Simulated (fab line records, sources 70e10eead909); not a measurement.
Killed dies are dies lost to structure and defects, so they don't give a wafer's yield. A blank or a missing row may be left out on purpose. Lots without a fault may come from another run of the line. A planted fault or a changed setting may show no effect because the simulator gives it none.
A struck lot beside a sound one | flow nand_harc | 15 steps out of a route of 1159
Sound: wafers L887.4, L887.5, L887.6. Struck: wafers L896.1, L896.2, L896.6. The cause comes at the end.
At each step with rows: each side's tool, then ch and its chambers, then its first start. Under that, the readings that differ: sound wafers | struck wafers | difference of the means | sigmas: that difference in standard deviations of wafers without a fault.
alike: readings whose means differ by less than 2 such deviations, and words and numbers that are the same on both sides. not compared: withheld readings, readings that some wafer has no value for, bounds like >300 that may hide the same value, and numbers for which the record gives no deviation and whose values overlap.
The two part at a step that has a row with sigmas, a row that says differs or no value, or rows on one side only. Numbers that don't overlap but have no deviation are shown without sigmas and don't part them. A reading that every wafer of one side lacks parts them only if that side has two wafers or more.

first, 8 steps without rows for these wafers: NHARC_P_M2_HMDS_02 (time 30 s); NHARC_P_M2_COAT_34 (time 65 s); NHARC_P_M2_COAT_03 (resist thk 90 nm); NHARC_P_M2_SOFTBAKE_04 (time 55 s); NHARC_P_M2_EBR_05; NHARC_P_M2_EXPOSE_06 (exposes mask P M2, target cd 170 nm); NHARC_P_M2_PEB_07 (peb time 65 s); NHARC_P_M2_DEVELOP_08 (develop time 35 s).
NHARC_P_M2_CD_MEAS_09: target cd 170 nm.
  sound on cd_sem-01 ch 0, day 7 04:35; struck on cd_sem-03 ch 0, day 9 07:08
  alike: cd_nm
NHARC_P_M2_OVL_MEAS_10: pitch 340 nm.
  sound on overlay-01, day 7 04:40; struck on overlay-02, day 9 07:14
  alike: overlay_x_nm, overlay_y_nm
NHARC_P_M2_INSPECT_11:
  sound on defect_inspect-02, day 7 04:42; struck on defect_inspect-01, day 9 07:16
  alike: raw_defect_count
NHARC_P_M2_DESCUM_14: chemistry O2, time 3 s.
  sound on rie_diel-01 ch 1,2, day 7 04:46; struck on rie_diel-07 ch 0,2, day 9 07:20
  alike: chamber_pressure_mTorr, drypump_motor_current_A, oes_product_au, rf_vpp_V, showerhead_plenum_p_Torr, throttle_valve_pct
  not compared: rf_hours_counter_h
NHARC_P_M2_ETCH_35: etches the open film in N2/H2, target depth 40 nm, overetch 12 nm, time 43.94 s.
  sound on rie_diel-01 ch 2,3, day 7 04:50; struck on rie_diel-07 ch 0,2,3, day 9 07:25
  no value came back on the struck wafers for any of 8 readings (bias_w (W), chamber_pressure_mTorr (mTorr) and others); on the sound wafers bias_w (W) reads 150.1 150.7 150.2
  not compared: rf_hours_counter_h
NHARC_P_M2_ETCH_15: etches the open film in C4F8/Ar, target depth 182.5 nm, time 91.2 s.
  sound on rie_diel-01 ch 0,3; struck on rie_diel-07 ch 0,1, day 9 07:30
  alike: bias_w, chamber_pressure_mTorr, oes_product_au, rf_vpp_V
  not compared: rf_hours_counter_h
-- the record jumps here: 13 days lie between the struck wafers' starts before and after (it left off in module P_M2 and takes up again in module END, whose first step shown is number 1159 of the route) --
NHARC_END_SORT_01:
  the record has rows for the struck wafers here (prober-01 ch 0, day 22 11:11) and none for the sound ones

WHERE THEY PART
First at NHARC_P_M2_ETCH_35; last, within this record, at NHARC_END_SORT_01.

WHY: what the simulator had put in
Skipped step whole: rie_diel-07, from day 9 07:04 on, at NHARC_P_M2_ETCH_35. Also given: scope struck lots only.
